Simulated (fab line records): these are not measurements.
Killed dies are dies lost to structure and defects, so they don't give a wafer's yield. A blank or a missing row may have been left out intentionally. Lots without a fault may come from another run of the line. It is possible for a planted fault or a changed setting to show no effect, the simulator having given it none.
2 desks, one fault || flow nand harc || what lay behind the numbers comes last; until then each desk has only its own

== THE METROLOGY DESK ==
What the gauges read for every lot (on any tool): the sampled wafers with a number, averaged. Any lot whose mean is over 4 standard deviations away from the usual mean is out of limits and marked OUT; that distance is given in the brackets.
Columns: A = thk nm at NHARC_A_SOURCE_PLATE_THK_MEAS_06, usual 199.6 nm; B = thk nm at NHARC_A_ONON_D1_THK_MEAS_30, usual 1001 nm
{"lot": "L910", "first seen here": "day 8 18:51", "A": 202.3, "B": 988}
{"lot": "L913", "first seen here": "day 10 05:10", "A": 198.2, "B": 994}
{"lot": "L915", "first seen here": "day 11 01:18", "A": 197.5, "B": 1005}
{"lot": "L916", "first seen here": "day 11 05:14", "A": 197.5, "B": 1005}
{"lot": "L917", "first seen here": "day 12 00:35", "A": 199.1, "B": 1006}
{"lot": "L918", "first seen here": "day 12 04:52", "A": 202.4, "B": "1531 (+56) OUT"}
{"lot": "L920", "first seen here": "day 13 03:07", "A": 201.5, "B": 1005}
{"lot": "L922", "first seen here": "day 13 20:34", "A": 200.4, "B": "1543 (+58) OUT"}
{"lot": "L921", "first seen here": "day 13 20:35", "A": 202.0, "B": 1006}
{"lot": "L924", "first seen here": "day 14 15:33", "A": 200.3, "B": 996}
{"lot": "L925", "first seen here": "day 15 05:59", "A": 200.0, "B": 1010}
{"lot": "L929", "first seen here": "day 16 20:31", "A": 202.1, "B": 995}
{"lot": "L930", "first seen here": "day 17 04:53", "A": 198.8, "B": 1006}
This desk's verdict: out of limits on L918, L922, starting with L918 at day 12 17:49 (thk nm at NHARC_A_ONON_D1_THK_MEAS_30). In limits: L910, L913, L915, L916, L917, L920, L921, L924, L925, L929, L930.

== THE DEFECT DESK ==
Per lot, the means of the sampled wafers with a number show what the inspections along the route counted. Any lot whose mean is over 4 standard deviations away from the usual mean is out of limits and marked OUT; that distance is given in the brackets.
Columns: A = raw defect count at NHARC_P_BONDPAD_INSPECT_23, usual 324
{"lot": "L910", "first seen here": "day 7 17:51", "A": 295}
{"lot": "L913", "first seen here": "day 9 06:26", "A": 214}
{"lot": "L915", "first seen here": "day 10 00:35", "A": 265}
{"lot": "L916", "first seen here": "day 10 07:04", "A": 292}
{"lot": "L917", "first seen here": "day 11 02:43", "A": 278}
{"lot": "L918", "first seen here": "day 11 05:15", "A": 278}
{"lot": "L920", "first seen here": "day 12 04:19", "A": 318}
{"lot": "L921", "first seen here": "day 12 21:40", "A": 224}
{"lot": "L922", "first seen here": "day 12 22:11", "A": 472}
{"lot": "L924", "first seen here": "day 13 17:00", "A": 240}
{"lot": "L925", "first seen here": "day 14 07:25", "A": 237}
{"lot": "L929", "first seen here": "day 15 21:46", "A": 312}
{"lot": "L930", "first seen here": "day 16 01:49", "A": 565}
Result from this desk: across the 13 lots, nothing is out of limits.

== BROUGHT TOGETHER ==
The metrology desk could have raised an alarm at day 12 17:49, on L918, L922.
The defect desk saw nothing out of limits.
The defect desk has L918, L922 on record, within its limits.
Every lot named ran NHARC_A_ONON_D1_DEP_28 on pecvd onon-04.

== WHAT THE SIMULATOR HAD PUT IN ==
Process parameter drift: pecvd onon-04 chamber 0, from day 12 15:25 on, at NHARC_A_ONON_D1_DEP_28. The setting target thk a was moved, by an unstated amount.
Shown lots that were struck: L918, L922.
Delay in hours, fault start to first out-of-limits reading, per desk: metrology desk 2.
